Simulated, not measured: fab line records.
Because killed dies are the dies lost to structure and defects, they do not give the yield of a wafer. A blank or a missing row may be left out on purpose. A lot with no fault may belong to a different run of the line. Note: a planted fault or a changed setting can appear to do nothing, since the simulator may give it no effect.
Which of the tools did it? ; flow nand harc ; 12 lots with 36 wafers sampled at 2 steps, on a route of 1159 steps

## WHAT EACH GAUGE READ, for each wafer
NHARC_A_SLIT_CD_MEAS_21. Usual: cd nm reads 289.6 nm (standard deviation 0.82).
lot;measured;on;cd nm (nm);flag
L509;day 14 06:49;cd sem-01;289.7 290.6 290.2;
L512;day 15 00:55;cd sem-01;289.4 289.5 289.5;
L511;day 15 02:37;cd sem-03;289.8 289.3 290.2;
L510;day 15 04:16;cd sem-01;288.2 287.9 287.5;
L516;day 15 10:43;cd sem-01;290.8 289.7 288.9;
L513;day 15 12:27;cd sem-02;290.1 289.6 290.1;
L519;day 16 22:40;cd sem-02;289.8 289.4 289.2;
L523;day 18 03:19;cd sem-01;289.4 289.6 290.0;
L526;day 18 05:00;cd sem-03;287.9 288.5 288.5;
L531;day 19 17:17;cd sem-01;289.5 289.3 289.7;
L530;day 19 19:03;cd sem-03;289.1 289.4 289.5;
L532;day 20 13:28;cd sem-02;290.2 290.2 289.5;

## TOOL THAT RAN EACH LOT (tool first, then ch and the chambers of the sampled wafers, then the start)
lot;NHARC_A_SLIT_ETCH_17
L509;har etch-02 ch 0,1, day 14 04:40
L512;har etch-01 ch 0,1, day 14 22:17
L511;har etch-01 ch 0,1, day 15 00:28
L510;har etch-01 ch 0,1, day 15 01:40
L516;har etch-01 ch 0,1, day 15 08:05
L513;har etch-02 ch 0,1, day 15 10:32
L519;har etch-01 ch 0,1, day 16 20:02
L523;har etch-02 ch 0,1, day 18 00:40
L526;har etch-02 ch 0,1, day 18 02:21
L531;har etch-02 ch 0,1, day 19 14:40
L530;har etch-02 ch 0,1, day 19 16:49
L532;har etch-02 ch 0,1, day 20 10:42
- NHARC_A_SLIT_ETCH_17: etches the open film in C4F8/O2/Ar, time 1687.5 s, target depth 10100 nm.

## WHAT THE TOOLS THEMSELVES READ (means of the sampled wafers that have a number; where no wafer has one, the mark that the record gives instead)
NHARC_A_SLIT_ETCH_17. Usual: drypump motor current A 5.4 A, standard deviation 0.43; showerhead plenum p Torr 3.61 Torr, standard deviation 0.095; throttle valve pct 32.045 %, standard deviation 0.0089.
lot;tool;drypump motor current A (A);showerhead plenum p Torr (Torr);throttle valve pct (%);flag
L509;har etch-02;5.7;3.69;32.053;
L512;har etch-01;5.0;3.62;32.043;
L511;har etch-01;5.1;3.62;32.043;
L510;har etch-01;5.1;3.62;32.046;
L516;har etch-01;5.1;3.62;32.045;
L513;har etch-02;5.5;3.59;32.047;
L519;har etch-01;5.4;3.59;32.046;
L523;har etch-02;5.5;3.57;32.048;
L526;har etch-02;5.5;3.57;32.046;
L531;har etch-02;5.5;3.57;32.051;
L530;har etch-02;5.7;3.65;32.042;
L532;har etch-02;5.7;3.65;32.046;

## THE ANSWER, worked out from the rows above alone
Rule: take the mean of a lot's wafers that have a number; if it is more than 3 standard deviations from the usual mean, the lot is off. A lot without any number at a reading at which 4 lots or more have one is off too. The other lots that the step has rows for count as sound. Order of review: gauges by route order, followed by the tools' own readings, for which a lot's mean as printed above is used. At the first step where some lot is off, the reading lying furthest off is the one used; lots without a number count as furthest.
None of the lots is off at any reading shown; this tells nothing.

## WHAT THE SIMULATOR HAD PUT IN
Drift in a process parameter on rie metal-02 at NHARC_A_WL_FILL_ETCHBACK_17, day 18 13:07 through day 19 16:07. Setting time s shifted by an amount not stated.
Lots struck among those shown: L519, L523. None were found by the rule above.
